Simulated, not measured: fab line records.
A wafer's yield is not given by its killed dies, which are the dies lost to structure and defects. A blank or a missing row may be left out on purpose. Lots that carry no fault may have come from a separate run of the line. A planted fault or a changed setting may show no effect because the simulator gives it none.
fab line records ; flow n5Finfet
[record] lots = 7; wafers = 21
route steps=1938 shown BEOL_M11@1599 BEOL_M12@1609 BEOL_M13@1696 BEOL_M14@1716 BEOL_M15@1775
startH: start of the lot's first displayed wafer, in hours after the record's first day ; waitH: hours from the lot's prior step to this one ; " unchanged from the row above ; L1.1+2: several wafers, shown together as one row ; - no value present, or no start provided ; * or withheld: withheld ; < > ~ a bound
route shown NAME@n: a module of which the file shows steps, and the number in the route of the first ; usual: mean/standard deviation taken from wafers without a fault ; same: alike in all rows ; chamber/n: place in a boat ; sites: the reading at each site ; _std_site: how widely they spread, as a standard deviation ; _edge_site: mean of outer sites minus mean of inner sites ; radiusMm: how far each site lies from the wafer's centre ; mask NAME#n: copy n ; behind: the tool/chamber that last shaped the wafer ; hold: why the lot went on hold/how many hours it stayed there/how the hold came to an end ; device: names the non-switching transistor (n, p or np) ; end of line: tests run on the same wafers once the route is complete ; step lacking rows: just its recipe ; killed: dies lost to structure and defects at the first sort, not the wafer's yield ; map: dies across one wafer; x = killed, . = not, _ = none there
set.NAME: setting as actually run; set.NAME@STEP: the setting as run at that earlier step ; model.NAME: the simulator's own value behind a step, which no gauge read
lots run with intentionally changed settings; tables by step, rows by wafer
[[steps]]
[step N5_BEOL_M11_DEP_56]
[recipe] material = SiCN; targetThkA = 300; tempC = withheld; precursor = 3MS/NH3; pressureTorr = 3; rfW = 675; timeS = 10.5
lot.wafer;tool;chamber;startH;waitH;set.timeS;model.SiCN_of_BEOL_M11_DEP_56.thkNm
L077.4+6;pecvd-03;2,1;237.14;0.0;11.32;32.6
L077.5;pecvd-03;0;237.14;0.0;10.5;30.2
L081.1;pecvd-03;0;277.84;0.0;10.01;28.8
L081.5;pecvd-03;1;277.84;0.0;10.5;30.6
L081.6;pecvd-03;2;277.84;0.0;10.5;30
L083.3;pecvd-01;0;296.33;0.0;11.32;31.4
L083.4;pecvd-01;2;296.33;0.0;11.32;32.4
L083.6;pecvd-01;0;296.33;0.0;10.5;29.6
L084.4;pecvd-01;1;297.31;0.0;10.5;29.2
L084.5;pecvd-01;0;297.31;0.0;10.5;29.8
L084.6;pecvd-01;2;297.31;0.0;10.5;29.6
L088.2;pecvd-03;1;323.85;0.0;10.5;30
L088.5;pecvd-03;0;323.85;0.0;9.487;27.8
L088.6;pecvd-03;2;323.85;0.0;10.5;30.4
L093.2;pecvd-01;0;348.07;0.0;10.5;29.4
L093.3;pecvd-01;1;348.07;0.0;11.7;32.8
L093.5;pecvd-01;0;348.07;0.0;11.7;33.4
L097.2;pecvd-02;1;369.35;0.0;10.5;30
L097.4;pecvd-02;0;369.35;0.0;10.5;29.8
L097.5;pecvd-02;2;369.35;0.0;11.84;33.4
[step N5_BEOL_M12_PEB_08]
[recipe] pebTempC = 130; pebTimeS = 90
lot.wafer;tool;chamber;startH;waitH;set.pebTempC
L077.4+5+6;lithoTrack-05;0;237.70;0.0;130
L081.1;lithoTrack-04;0;278.28;0.1;130
L081.5+6;lithoTrack-04;0;278.28;0.1;133.4
L083.3+6;lithoTrack-04;0;296.78;0.0;129
L083.4;lithoTrack-04;0;296.78;0.0;130
L084.4+5+6;lithoTrack-04;0;297.77;0.0;130
L088.2+6;lithoTrack-04;0;324.30;0.0;132
L088.5;lithoTrack-04;0;324.30;0.0;130
L093.2+5;lithoTrack-03;0;348.51;0.0;126.6
L093.3;lithoTrack-03;0;348.51;0.0;130
L097.2+4+5;lithoTrack-04;0;369.80;0.0;130
[step N5_BEOL_M12_DEVELOP_09]
[recipe] developTimeS = 45; rinseLiquid = diw; dry = airSpin; devTempC = 21
[step N5_BEOL_M12_HARDBAKE_14]
[recipe] tempC = 130; timeS = 120
[step N5_BEOL_M12_CD_MEAS_10]
[recipe] targetCdNm = 140; landingEnergyEv = 500; detector = seInlens; polarity = opening
[usual] cdNm = 139.6/2
lot.wafer;tool;chamber;startH;waitH;set.pebTempC@BEOL_M12_PEB_08;cdNm
L077.4;cdSem-01;0;237.82;-;130;145.0
L077.5;cdSem-01;0;237.82;-;130;141.8
L077.6;cdSem-01;0;237.82;-;130;140.2
L081.1;cdSem-03;0;278.40;-;130;142.3
L081.5;cdSem-03;0;278.40;-;133.4;148.8
L081.6;cdSem-03;0;278.40;-;133.4;148.0
L083.3;cdSem-01;0;296.89;-;129;134.0
L083.4;cdSem-01;0;296.89;-;130;138.6
L083.6;cdSem-01;0;296.89;-;129;137.6
L084.4;cdSem-02;0;297.88;-;130;137.2
L084.5;cdSem-02;0;297.88;-;130;138.8
L084.6;cdSem-02;0;297.88;-;130;136.6
L088.2;cdSem-01;0;324.42;-;132;141.6
L088.5;cdSem-01;0;324.42;-;130;139.2
L088.6;cdSem-01;0;324.42;-;132;143.0
L093.2;cdSem-02;0;348.63;-;126.6;127.3
L093.3;cdSem-02;0;348.63;-;130;140.7
L093.5;cdSem-02;0;348.63;-;126.6;125.8
L097.2;cdSem-01;0;369.91;-;130;141.4
L097.4;cdSem-01;0;369.91;-;130;139.3
L097.5;cdSem-01;0;369.91;-;130;140.1
[step N5_BEOL_M12_STRIP_71]
[recipe] chemistry = postEtchResidueRemover; timeS = 60; tempC = 25; removerPh = withheld; removerWaterWtPct = withheld; removerFluorideWtPct = withheld
[step N5_BEOL_M12_SRD_72]
[recipe] timeS = 30; tempC = 23; rinseLiquid = diw; dry = n2Spin; spinRpm = 1500; dryTimeS = 30
[step N5_BEOL_M12_CD_MEAS_17]
[recipe] targetCdNm = 140; polarity = opening
[usual] cdNm = 139.5/2.3
lot.wafer;tool;chamber;startH;waitH;set.pebTempC@BEOL_M12_PEB_08;cdNm
L077.4;cdSem-01;-;238.42;0.0;130;144.1
L077.5;cdSem-01;-;238.42;0.0;130;141.0
L077.6;cdSem-01;-;238.42;0.0;130;140.3
L081.1;cdSem-01;-;278.98;0.0;130;141.9
L081.5;cdSem-01;-;278.98;0.0;133.4;149.3
L081.6;cdSem-01;-;278.98;0.0;133.4;147.3
L083.3;cdSem-02;-;297.52;0.0;129;132.9
L083.4;cdSem-02;-;297.52;0.0;130;139.2
L083.6;cdSem-02;-;297.52;0.0;129;136.6
L084.4;cdSem-03;-;298.47;0.0;130;137.5
L084.5;cdSem-03;-;298.47;0.0;130;138.4
L084.6;cdSem-03;-;298.47;0.0;130;137.2
L088.2;cdSem-02;-;325.01;0.0;132;142.0
L088.5;cdSem-02;-;325.01;0.0;130;140.0
L088.6;cdSem-02;-;325.01;0.0;132;143.4
L093.2;cdSem-01;-;349.21;0.0;126.6;127.1
L093.3;cdSem-01;-;349.21;0.0;130;140.0
L093.5;cdSem-01;-;349.21;0.0;126.6;126.4
L097.2;cdSem-01;-;370.50;0.0;130;141.9
L097.4;cdSem-01;-;370.50;0.0;130;139.8
L097.5;cdSem-01;-;370.50;0.0;130;139.3
[step N5_BEOL_M13_TRENCH_ETCH_34]
[recipe] chemistry = C4F8/O2/Ar; target = SiOC; targetDepthA = 4134.7; maskMaterial = SOC; pressureMtorr = 30; sourceW = 3000; biasW = 700; Ar_flow_sccm = 400; C4F8_flow_sccm = 15; O2_flow_sccm = 8; heInnerTorr = 15; heOuterTorr = 30; timeS = 162.6; ionEnergyEv = 250
lot.wafer;tool;chamber;startH;waitH;set.timeS;model.etch.depthNm
L077.4;rieDiel-05;0;248.20;0.0;162.6;415.6
L077.5;rieDiel-05;1;248.20;0.0;162.6;411.6
L077.6;rieDiel-05;2;248.20;0.0;162.6;417.2
L084.4;rieDiel-06;1;305.20;0.0;162.6;410.3
L084.5;rieDiel-06;0;305.20;0.0;162.6;421.8
L084.6;rieDiel-06;1;305.20;0.0;162.6;409.2
L083.3;rieDiel-03;0;305.53;0.0;162.6;414.7
L083.4;rieDiel-03;3;305.53;0.0;162.6;402.9
L083.6;rieDiel-03;1;305.53;0.0;162.6;405
L081.1;rieDiel-05;0;327.68;0.0;162.6;412.6
L081.5;rieDiel-05;0;327.68;0.0;162.6;414.5
L081.6;rieDiel-05;1;327.68;0.0;162.6;411.1
L088.2;rieDiel-03;1;333.36;0.0;162.6;402.5
L088.5;rieDiel-03;3;333.36;0.0;162.6;403.1
L088.6;rieDiel-03;0;333.36;0.0;133.8;339.7
L093.2;rieDiel-03;0;355.54;0.0;179.1;448.8
L093.3;rieDiel-03;1;355.54;0.0;179.1;438.9
L093.5;rieDiel-03;1;355.54;0.0;162.6;398.3
L097.2;rieDiel-03;3;376.62;0.0;162.6;401.9
L097.4;rieDiel-03;1;376.62;0.0;132.7;326.3
L097.5;rieDiel-03;2;376.62;0.0;132.7;346.1
[step N5_BEOL_M13_STRIP_70]
[recipe] chemistry = C4F8/O2/Ar; resist = SiARC; rfFrequencyHz = 6e+07
[step N5_BEOL_M13_OCD_MEAS_35]
[usual] trenchDepthNm = 412/7.5
lot.wafer;tool;chamber;startH;waitH;set.timeS@BEOL_M13_TRENCH_ETCH_34;trenchDepthNm
L077.4;ocd-02;-;248.38;0.0;162.6;416
L077.5;ocd-02;-;248.38;0.0;162.6;412
L077.6;ocd-02;-;248.38;0.0;162.6;417
L084.4;ocd-01;-;305.38;0.0;162.6;410
L084.5;ocd-01;-;305.38;0.0;162.6;422
L084.6;ocd-01;-;305.38;0.0;162.6;409
L083.3;ocd-02;-;305.70;0.0;162.6;415
L083.4;ocd-02;-;305.70;0.0;162.6;403
L083.6;ocd-02;-;305.70;0.0;162.6;405
L081.1;ocd-02;-;327.93;0.0;162.6;413
L081.5;ocd-02;-;327.93;0.0;162.6;415
L081.6;ocd-02;-;327.93;0.0;162.6;411
L088.2;ocd-01;-;333.54;0.0;162.6;402
L088.5;ocd-01;-;333.54;0.0;162.6;403
L088.6;ocd-01;-;333.54;0.0;133.8;340
L093.2;ocd-02;-;355.72;0.0;179.1;449
L093.3;ocd-02;-;355.72;0.0;179.1;439
L093.5;ocd-02;-;355.72;0.0;162.6;398
L097.2;ocd-02;-;376.80;0.0;162.6;402
L097.4;ocd-02;-;376.80;0.0;132.7;327
L097.5;ocd-02;-;376.80;0.0;132.7;346
[step N5_BEOL_M13_SPUTTER_44]
[recipe] material = Ta; targetThkA = 100; tempC = 50; biasV = 80; powerW = 15000; chamberPressurePa = 0.07; timeS = 16.13
lot.wafer;tool;chamber;startH;waitH;set.powerW;model.Ta_of_BEOL_M13_SPUTTER_44.thkNm
L077.4+5;pvdSputter-02;-;250.54;0.0;12310;8.2
L077.6;pvdSputter-02;-;250.54;0.0;15000;10
L084.4+5+6;pvdSputter-01;-;306.83;0.0;15000;10.2
L083.3;pvdSputter-03;-;306.97;0.0;15000;10.2
L083.4+6;pvdSputter-03;-;306.97;0.0;15000;10
L081.1;pvdSputter-01;-;334.61;0.0;16160;10.6
L081.5;pvdSputter-01;-;334.61;0.0;16160;11
L081.6;pvdSputter-01;-;334.61;0.0;15000;10
L088.2;pvdSputter-03;-;338.80;0.0;15810;10.8
L088.5;pvdSputter-03;-;338.80;0.0;15000;10.2
L088.6;pvdSputter-03;-;338.80;0.0;15810;10.6
L093.2;pvdSputter-03;-;357.13;0.0;15000;10.2
L093.3;pvdSputter-03;-;357.13;0.0;17140;11.4
L093.5;pvdSputter-03;-;357.13;0.0;15000;10
L097.2;pvdSputter-02;-;377.32;0.0;15000;10.2
L097.4;pvdSputter-02;-;377.32;0.0;15000;10
L097.5;pvdSputter-02;-;377.32;0.0;15000;9.8
[step N5_BEOL_M13_SPUTTER_45]
[recipe] material = Cu; targetThkA = 800; tempC = -20; biasV = 60; powerW = 26000; chamberPressurePa = 0.13; timeS = 13.33
[step N5_BEOL_M13_ECD_47]
[recipe] material = Cu; targetThkA = 9360
[step N5_BEOL_M13_ANNEAL_48]
[recipe] tempC = 225; timeS = 90; ambient = N2
[step N5_BEOL_M13_CMP_49]
[recipe] stopOn = SiOC; tOverpolishS = 17.1; downForcePsi = 1; platenRpm = 50; clearingPlatenDownForcePsi = 1.5; clearingPlatenRpm = 50; postCmpClean = cuAlkaline; targetThkNm = 420; clearingPlatenPadVelocityMS = 0.99484; padVelocityMS = 0.99484
lot.wafer;tool;chamber;startH;waitH;set.timeS@BEOL_M13_TRENCH_ETCH_34;model.Cu_of_BEOL_M13_ECD_47.thkNm
L077.4;cmp-02;2;251.81;0.2;162.6;424.6
L077.6;cmp-02;0;251.81;0.2;162.6;422.8
L077.5;cmp-02;1;251.81;0.2;162.6;421.6
L084.4;cmp-04;0;307.65;0.2;162.6;417
L084.6;cmp-04;2;307.65;0.2;162.6;415
L084.5;cmp-04;3;307.65;0.2;162.6;428.4
L083.4;cmp-02;0;307.88;0.1;162.6;407
L083.3;cmp-02;3;307.88;0.1;162.6;419.4
L083.6;cmp-02;0;307.88;0.1;162.6;408.2
L081.1;cmp-02;1;335.39;0.4;162.6;419
L081.6;cmp-02;2;335.39;0.4;162.6;417.2
L081.5;cmp-02;3;335.39;0.4;162.6;420.4
L088.2;cmp-02;3;339.54;0.3;162.6;407.4
L088.6;cmp-02;1;339.54;0.3;133.8;345.6
L088.5;cmp-02;2;339.54;0.3;162.6;410.8
L093.3;cmp-03;2;357.80;0.2;179.1;446.4
L093.2;cmp-03;3;357.80;0.2;179.1;455.2
L093.5;cmp-03;3;357.80;0.2;162.6;405.2
L097.4;cmp-03;3;378.15;0.2;132.7;331.2
L097.2;cmp-03;0;378.15;0.2;162.6;408.2
L097.5;cmp-03;2;378.15;0.2;132.7;352.4
[step N5_BEOL_M13_THK_MEAS_50]
[recipe] thkMeasGauge = xrf; reads = Cu_of_BEOL_M13_ECD_47
[usual] M13_THK = 436/7.7
lot.wafer;tool;chamber;startH;waitH;set.timeS@BEOL_M13_TRENCH_ETCH_34;M13_THK[nm]
L077.4;filmMetro-01;-;252.03;-;162.6;440
L077.5;filmMetro-01;-;252.03;-;162.6;438
L077.6;filmMetro-01;-;252.03;-;162.6;438
L084.4;filmMetro-02;-;307.87;-;162.6;435
L084.5;filmMetro-02;-;307.87;-;162.6;449
L084.6;filmMetro-02;-;307.87;-;162.6;436
L083.3;filmMetro-01;-;308.17;-;162.6;437
L083.4;filmMetro-01;-;308.17;-;162.6;424
L083.6;filmMetro-01;-;308.17;-;162.6;427
L081.1;filmMetro-02;-;335.57;-;162.6;435
L081.5;filmMetro-02;-;335.57;-;162.6;436
L081.6;filmMetro-02;-;335.57;-;162.6;435
L088.2;filmMetro-02;-;339.76;-;162.6;429
L088.5;filmMetro-02;-;339.76;-;162.6;430
L088.6;filmMetro-02;-;339.76;-;133.8;361
L093.2;filmMetro-02;-;358.09;-;179.1;478
L093.3;filmMetro-02;-;358.09;-;179.1;473
L093.5;filmMetro-02;-;358.09;-;162.6;426
L097.2;filmMetro-01;-;378.37;-;162.6;424
L097.4;filmMetro-01;-;378.37;-;132.7;345
L097.5;filmMetro-01;-;378.37;-;132.7;364
[step N5_BEOL_M13_PRE_CLEAN_52]
[recipe] gas = NH3; timeS = 15; tempC = withheld; rfPowerW = 300
[step N5_BEOL_M13_DEP_53]
[recipe] material = SiCN; targetThkA = 500; tempC = withheld; precursor = 3MS/NH3; pressureTorr = 3; rfW = 675; timeS = 17.8
[step N5_BEOL_M13_RS_MEAS_54]
[recipe] thkMeasGauge = four-point-probe; reads = Cu_of_BEOL_M13_ECD_47+Ta_of_BEOL_M13_SPUTTER_44+TaN_of_BEOL_M13_SPUTTER_43
[usual] M13_RS = 0.0451/0.00085
lot.wafer;tool;chamber;startH;waitH;set.timeS@BEOL_M13_TRENCH_ETCH_34;M13_RS[ohm/sq]
L077.4;filmMetro-02;-;252.16;0.0;162.6;0.0444
L077.5;filmMetro-02;-;252.16;0.0;162.6;0.0447
L077.6;filmMetro-02;-;252.16;0.0;162.6;0.0446
L084.4;filmMetro-02;-;308.00;0.0;162.6;0.0452
L084.5;filmMetro-02;-;308.00;0.0;162.6;0.0439
L084.6;filmMetro-02;-;308.00;0.0;162.6;0.0453
L083.3;filmMetro-02;-;308.30;0.1;162.6;0.0450
L083.4;filmMetro-02;-;308.30;0.1;162.6;0.0464
L083.6;filmMetro-02;-;308.30;0.1;162.6;0.0463
L081.1;filmMetro-01;-;335.70;0.0;162.6;0.0449
L081.5;filmMetro-01;-;335.70;0.0;162.6;0.0448
L081.6;filmMetro-01;-;335.70;0.0;162.6;0.0452
L088.2;filmMetro-01;-;339.88;0.1;162.6;0.0463
L088.5;filmMetro-01;-;339.88;0.1;162.6;0.0459
L088.6;filmMetro-01;-;339.88;0.1;133.8;0.0550
L093.2;filmMetro-02;-;358.22;0.1;179.1;0.0413
L093.3;filmMetro-02;-;358.22;0.1;179.1;0.0422
L093.5;filmMetro-02;-;358.22;0.1;162.6;0.0466
L097.2;filmMetro-02;-;378.50;0.1;162.6;0.0463
L097.4;filmMetro-02;-;378.50;0.1;132.7;0.0576
L097.5;filmMetro-02;-;378.50;0.1;132.7;0.0539
[step N5_BEOL_M14_ILD_DEP_00]
[recipe] material = SiO2; targetThkA = 11193; tempC = 400; precursor = TEOS/O2; pressureTorr = 6.5; rfW = 900; teosFlowSccm = 161.4; gas = O2; flowSccm = 2650; timeS = 237.4
lot.wafer;tool;chamber;startH;waitH;set.timeS;model.SiO2_of_BEOL_M14_ILD_DEP_00.thkNm
L077.4;pecvd-01;2;252.30;0.1;237.4;1155
L077.5;pecvd-01;1;252.30;0.1;202.5;970.4
L077.6;pecvd-01;2;252.30;0.1;237.4;1146
L084.4;pecvd-04;1;308.14;0.1;237.4;1133
L084.5;pecvd-04;0;308.14;0.1;237.4;1139
L084.6;pecvd-04;2;308.14;0.1;237.4;1159
L083.3;pecvd-04;0;308.36;0.0;237.4;1104
L083.4;pecvd-04;0;308.36;0.0;237.4;1129
L083.6;pecvd-04;2;308.36;0.0;237.4;1133
L081.1;pecvd-01;0;335.76;0.0;237.4;1110
L081.5;pecvd-01;0;335.76;0.0;266.4;1270
L081.6;pecvd-01;1;335.76;0.0;237.4;1128
L088.2;pecvd-04;0;339.95;0.0;237.4;1106
L088.5;pecvd-04;1;339.95;0.0;237.4;1142
L088.6;pecvd-04;2;339.95;0.0;237.4;1153
L093.2;pecvd-04;0;358.29;0.0;237.4;1109
L093.3;pecvd-04;1;358.29;0.0;237.4;1115
L093.5;pecvd-04;1;358.29;0.0;264.3;1257
L097.2;pecvd-04;0;378.56;0.0;237.4;1104
L097.4;pecvd-04;2;378.56;0.0;204.6;991.8
L097.5;pecvd-04;0;378.56;0.0;204.6;969.6
[step N5_BEOL_M14_THK_MEAS_01]
[recipe] reads = SiO2_of_BEOL_M14_ILD_DEP_00
[usual] M14_ILD_THK = 1127/14
lot.wafer;tool;chamber;startH;waitH;set.timeS@BEOL_M14_ILD_DEP_00;M14_ILD_THK[nm]
L077.4;filmMetro-01;-;252.49;0.1;237.4;1155
L077.5;filmMetro-01;-;252.49;0.1;202.5;971
L077.6;filmMetro-01;-;252.49;0.1;237.4;1144
L084.4;filmMetro-02;-;308.25;0.0;237.4;1134
L084.5;filmMetro-02;-;308.25;0.0;237.4;1140
L084.6;filmMetro-02;-;308.25;0.0;237.4;1159
L083.3;filmMetro-02;-;308.56;0.1;237.4;1104
L083.4;filmMetro-02;-;308.56;0.1;237.4;1128
L083.6;filmMetro-02;-;308.56;0.1;237.4;1133
L081.1;filmMetro-02;-;335.95;0.1;237.4;1110
L081.5;filmMetro-02;-;335.95;0.1;266.4;1270
L081.6;filmMetro-02;-;335.95;0.1;237.4;1129
L088.2;filmMetro-01;-;340.14;0.1;237.4;1106
L088.5;filmMetro-01;-;340.14;0.1;237.4;1143
L088.6;filmMetro-01;-;340.14;0.1;237.4;1152
L093.2;filmMetro-01;-;358.48;0.1;237.4;1109
L093.3;filmMetro-01;-;358.48;0.1;237.4;1116
L093.5;filmMetro-01;-;358.48;0.1;264.3;1256
L097.2;filmMetro-01;-;378.83;0.2;237.4;1104
L097.4;filmMetro-01;-;378.83;0.2;204.6;992
L097.5;filmMetro-01;-;378.83;0.2;204.6;970
[step N5_BEOL_M14_COAT_58]
[recipe] resist = BARC; tempC = 205; timeS = 60; spinRpm = 1500; resistThkNm = 89
[step N5_BEOL_M14_COAT_04]
[recipe] spinRpm = 1704; resistThkNm = 800
[step N5_BEOL_M14_DESCUM_15]
[recipe] chemistry = O2; timeS = 7.9; sourcePowerW = 50; biasPowerW = 20; pressureMtorr = 20; rfFrequencyHz = 2.712e+07; tempC = 40; o2FlowSccm = 225
[step N5_BEOL_M14_ETCH_59]
[recipe] chemistry = N2/H2; target = BARC; targetDepthA = 890; overetchA = 267; timeS = 67.9; ionEnergyEv = 200; pressureMtorr = 30; sourceW = 840; biasW = 150; n2FlowSccm = 200; h2FlowSccm = 200
[step N5_BEOL_M14_VIA_ETCH_16]
[recipe] chemistry = C4F8/O2/Ar; target = SiO2; heInnerTorr = 15; heOuterTorr = 30; targetDepthA = 12313; timeS = withheld; ionEnergyEv = 800; pressureMtorr = 20; sourceW = 1905; biasW = 2040; Ar_flow_sccm = 400; C4F8_flow_sccm = 16; O2_flow_sccm = 12; ends = cleared
lot.wafer;tool;chamber;startH;waitH;set.timeS@BEOL_M14_ILD_DEP_00;model.etch.depthNm;model.coat_of_BEOL_M14_COAT_04.thkNm
L077.4;rieDiel-01;1;253.13;0.1;*;1155;441
L077.5;rieDiel-01;2;253.13;0.1;*;970.4;491.4
L077.6;rieDiel-01;0;253.13;0.1;*;1146;456.2
L084.4;rieDiel-04;2;308.82;0.1;*;1133;453.8
L084.5;rieDiel-04;3;308.82;0.1;*;1139;449
L084.6;rieDiel-04;1;308.82;0.1;*;1159;449.6
L083.3;rieDiel-01;1;309.04;0.0;*;1104;456
L083.4;rieDiel-01;0;309.04;0.0;*;1129;462.4
L083.6;rieDiel-01;0;309.04;0.0;*;1133;463.6
L081.1;rieDiel-01;0;336.43;0.0;*;1110;460
L081.5;rieDiel-01;2;336.43;0.0;*;1270;416.4
L081.6;rieDiel-01;3;336.43;0.0;*;1128;449.8
L088.2;rieDiel-04;1;341.74;0.0;*;1106;455.8
L088.5;rieDiel-04;3;341.74;0.0;*;1142;441.8
L088.6;rieDiel-04;0;341.74;0.0;*;1153;438.4
L093.2;rieDiel-04;2;358.97;0.0;*;1109;461.2
L093.3;rieDiel-04;0;358.97;0.0;*;1115;452
L093.5;rieDiel-04;3;358.97;0.0;*;1257;420.2
L097.2;rieDiel-04;1;379.85;0.0;*;1104;455.8
L097.4;rieDiel-04;2;379.85;0.0;*;991.8;482.2
L097.5;rieDiel-04;2;379.85;0.0;*;969.6;488.8
[step N5_BEOL_M14_STRIP_63]
[recipe] chemistry = O2; powerW = 600; tempC = 60; pressureMtorr = 30; rfFrequencyHz = 6e+07; biasPowerW = 0; overashFraction = 0.3; o2FlowSccm = 225
[step N5_BEOL_M14_STRIP_64]
[recipe] chemistry = O2; powerW = 600; tempC = 60; pressureMtorr = 30; rfFrequencyHz = 6e+07; biasPowerW = 0; overashFraction = 0.3; o2FlowSccm = 225
[step N5_BEOL_M14_STRIP_37]
[recipe] chemistry = O2; powerW = 600; tempC = 60; pressureMtorr = 30; rfFrequencyHz = 6e+07; biasPowerW = 0; overashFraction = 0.3; o2FlowSccm = 225
[step N5_BEOL_M14_ETCH_38]
[recipe] chemistry = CF4/N2; target = SiCN; targetDepthA = 1065; taperDeg = 2; timeS = 120.6; ionEnergyEv = 150; maskMaterial = SiO2; pressureMtorr = 40; sourceW = 430; biasW = 70; Ar_flow_sccm = 100; cf4FlowSccm = 60; n2FlowSccm = 60
lot.wafer;tool;chamber;startH;waitH;set.timeS@BEOL_M14_ILD_DEP_00;model.SiO2_of_BEOL_M14_ILD_DEP_00.thkNm
L077.4;rieDiel-04;1;-;-;237.4;1089
L077.5;rieDiel-04;1;-;-;202.5;903.8
L077.6;rieDiel-04;0;-;-;237.4;1082
L084.4;rieDiel-01;1;-;-;237.4;1069
L084.5;rieDiel-01;3;-;-;237.4;1074
L084.6;rieDiel-01;2;-;-;237.4;1099
L083.3;rieDiel-02;1;-;-;237.4;1039
L083.4;rieDiel-02;3;-;-;237.4;1066
L083.6;rieDiel-02;2;-;-;237.4;1069
L081.1;rieDiel-02;2;-;-;237.4;1047
L081.5;rieDiel-02;3;-;-;266.4;1208
L081.6;rieDiel-02;0;-;-;237.4;1066
L088.2;rieDiel-02;2;-;-;237.4;1043
L088.5;rieDiel-02;0;-;-;237.4;1079
L088.6;rieDiel-02;1;-;-;237.4;1088
L093.2;rieDiel-01;1;-;-;237.4;1043
L093.3;rieDiel-01;2;-;-;237.4;1054
L093.5;rieDiel-01;0;-;-;264.3;1195
L097.2;rieDiel-02;1;-;-;237.4;1041
L097.4;rieDiel-02;3;-;-;204.6;927.6
L097.5;rieDiel-02;1;-;-;204.6;906
[step N5_BEOL_M15_COAT_58]
[recipe] resist = BARC; tempC = 205; timeS = 60; spinRpm = 1500; resistThkNm = 89
lot.wafer;tool;chamber;startH;waitH;set.spinRpm;model.BARC_of_BEOL_M15_COAT_58.thkNm
L077.4+5;lithoTrack-02;0;261.23;0.0;1500;88.8
L077.6;lithoTrack-02;0;261.23;0.0;1500;89.2
L084.4+5+6;lithoTrack-04;0;316.15;0.0;1500;88.8
L083.3;lithoTrack-04;0;320.35;0.0;1500;89.2
L083.4;lithoTrack-04;0;320.35;0.0;1376;92.8
L083.6;lithoTrack-04;0;320.35;0.0;1376;93
L081.1;lithoTrack-02;0;343.66;0.0;1500;88.8
L081.5+6;lithoTrack-02;0;343.66;0.0;1500;89
L088.2;lithoTrack-03;0;346.90;0.0;1626;85.2
L088.5;lithoTrack-03;0;346.90;0.0;1626;85.4
L088.6;lithoTrack-03;0;346.90;0.0;1626;85.8
L093.2+5;lithoTrack-03;0;362.92;0.0;1500;88.6
L093.3;lithoTrack-03;0;362.92;0.0;1357;93
L097.2+4;lithoTrack-03;0;388.14;0.0;1636;84.6
L097.5;lithoTrack-03;0;388.14;0.0;1500;88.2
[[key]]
[split] step = N5_BEOL_M11_DEP_56; setting = timeS; stated = 10.5; by = wafer
[response] step = N5_BEOL_M11_DEP_56; reading = model.SiCN_of_BEOL_M11_DEP_56.thkNm; change = +0.29; per = 1%; r = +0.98
[split] step = N5_BEOL_M12_PEB_08; setting = pebTempC; stated = 130; by = wafer
[response] step = N5_BEOL_M12_CD_MEAS_10; reading = cdNm; change = +3.6; per = 1%; r = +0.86
[response] step = N5_BEOL_M12_CD_MEAS_17; reading = cdNm; change = +3.55; per = 1%; r = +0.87
[split] step = N5_BEOL_M13_TRENCH_ETCH_34; setting = timeS; stated = 162.6; by = wafer
[response] step = N5_BEOL_M13_TRENCH_ETCH_34; reading = model.etch.depthNm; change = +3.69; per = 1%; r = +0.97
[response] step = N5_BEOL_M13_OCD_MEAS_35; reading = trenchDepthNm; change = +3.66; per = 1%; r = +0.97
[response] step = N5_BEOL_M13_CMP_49; reading = model.Cu_of_BEOL_M13_ECD_47.thkNm; change = +3.72; per = 1%; r = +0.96
[response] step = N5_BEOL_M13_THK_MEAS_50; reading = M13_THK; change = +3.99; per = 1%; r = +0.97
[response] step = N5_BEOL_M13_RS_MEAS_54; reading = M13_RS; change = -0.000505; per = 1%; r = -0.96
[split] step = N5_BEOL_M13_SPUTTER_44; setting = powerW; stated = 15000; by = wafer
[response] step = N5_BEOL_M13_SPUTTER_44; reading = model.Ta_of_BEOL_M13_SPUTTER_44.thkNm; change = +0.0972; per = 1%; r = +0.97
[split] step = N5_BEOL_M14_ILD_DEP_00; setting = timeS; stated = 237.4; by = wafer
[response] step = N5_BEOL_M14_ILD_DEP_00; reading = model.SiO2_of_BEOL_M14_ILD_DEP_00.thkNm; change = +11.4; per = 1%; r = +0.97
[response] step = N5_BEOL_M14_THK_MEAS_01; reading = M14_ILD_THK; change = +11.4; per = 1%; r = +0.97
[response] step = N5_BEOL_M14_VIA_ETCH_16; reading = model.etch.depthNm; change = +11.4; per = 1%; r = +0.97
[response] step = N5_BEOL_M14_VIA_ETCH_16; reading = model.coat_of_BEOL_M14_COAT_04.thkNm; change = -2.81; per = 1%; r = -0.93
[response] step = N5_BEOL_M14_ETCH_38; reading = model.SiO2_of_BEOL_M14_ILD_DEP_00.thkNm; change = +11.5; per = 1%; r = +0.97
[split] step = N5_BEOL_M15_COAT_58; setting = spinRpm; stated = 1500; by = wafer
[response] step = N5_BEOL_M15_COAT_58; reading = model.BARC_of_BEOL_M15_COAT_58.thkNm; change = -0.436; per = 1%; r = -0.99
